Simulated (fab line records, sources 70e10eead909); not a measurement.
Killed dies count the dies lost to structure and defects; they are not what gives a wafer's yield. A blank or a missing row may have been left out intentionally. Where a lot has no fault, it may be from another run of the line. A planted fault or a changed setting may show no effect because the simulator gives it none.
Problem report in the 8D (eight disciplines) form, filled by code + flow nand harc + the parts of the form that need people (team, actions taken, sign-off) are left out

1. WHAT WENT WRONG
Wafers without a fault read 999 nm, standard deviation 9.9; thk nm at NHARC_A_ONON_D1_THK_MEAS_27 reads a mean of 1613 nm on 6 wafers belonging to 2 lots. That is +62 standard deviations from the usual mean.
The step: measures by ellipsometry.
First seen on wafer L119.2, day 11 02:40, on film metro-02. The record holds 36 wafers of 12 lots with a number at this step. The rule behind "out" and "out of limits": a value lying over 4 standard deviations away from the usual mean. All remaining wafers that have a number are taken as sound.

2. WHAT THIS IS AND IS NOT
| question                    | is                     | is not                                                                                       |
|-----------------------------|------------------------|----------------------------------------------------------------------------------------------|
| which readings at this step | thk nm                 | -                                                                                            |
| which lots                  | L119, L121             | L107, L109, L112, L113, L115, L120, L123, L125, L127, L128                                   |
| which wafers of those lots  | all that have a number | -                                                                                            |
| read on which gauges        | film metro-02          | film metro-01                                                                                |
| when                        | from day 11 02:40      | up to then (15 sound wafers); but 15 sound wafers of L120, L123, L125, L127, L128 came after |

3. SUSPECTS, AND WHAT RULES EACH OUT
Counting: a tool at any process step up to the reading remains a suspect when it ran all the lots that are out and ran no sound lot after the first of those.
- ruled out: the gauge at NHARC_A_ONON_D1_THK_MEAS_27. All the wafers that are out were read on film metro-02, but those of them that NHARC_END_SORT_01 has rows for are out there too, on other tools.
- pecvd-02 at NHARC_P_M2_PRE_CLEAN_32 (time 12 s): ruled out as a lasting fault. Following L119 (day 9 11:17), the first lot on it that is out, the sound lots L125 were run on it.
- pecvd onon-03 at NHARC_A_ONON_D1_DEP_25 (target thk 1000 nm): kept. It processed each lot that is out, first L119 at day 11 02:13, and no sound lot thereafter; up to then, the last sound lot it processed was L113 at day 9 23:11.
Remaining after the count: pecvd onon-03 at NHARC_A_ONON_D1_DEP_25.

4. THE CAUSE (what the simulator had put in)
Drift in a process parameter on pecvd onon-03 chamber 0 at NHARC_A_ONON_D1_DEP_25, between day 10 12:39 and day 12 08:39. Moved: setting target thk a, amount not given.
Only this tool survived the counting.

5. THE CHAIN OF EFFECTS, in route order
One row per reading whose mean, taken over the struck wafers that have a number, lies over 3 standard deviations from the usual. Only readings whose record carries a usual standard deviation are examined. hours: median over the lots of the time between each lot's start at the first step of this table that gives one and its start at this step. sigmas: the change, counted in usual standard deviations.
| hours | step                        | reading         | usual  | on struck wafers | change | sigmas |
|-------|-----------------------------|-----------------|--------|------------------|--------|--------|
| 0     | NHARC_A_ONON_D1_THK_MEAS_27 | thk nm          | 999 nm | 1613             | +614   | +62    |
| 275   | NHARC_END_SORT_01           | killed at array | 31     | 675              | +644   | +54    |
| 275   | NHARC_END_SORT_01           | killed dies     | 35     | 677              | +642   | +54    |

6. WHAT WOULD HAVE CAUGHT IT SOONER
Counted from the fault's start at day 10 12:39, it took 14 hours until the first out-of-limits reading at a measuring or inspecting step in this record, taken at day 11 02:40.
Tool readings at NHARC_A_ONON_D1_DEP_25 with a usual standard deviation given in the record: none out on any struck wafer, hence no alarm at a limit of 4 standard deviations on them.
Among the 2 lots that are out, L121 began NHARC_A_ONON_D1_DEP_25 on pecvd onon-03 after day 11 02:40. A tool hold placed at that time would have kept it from harm.
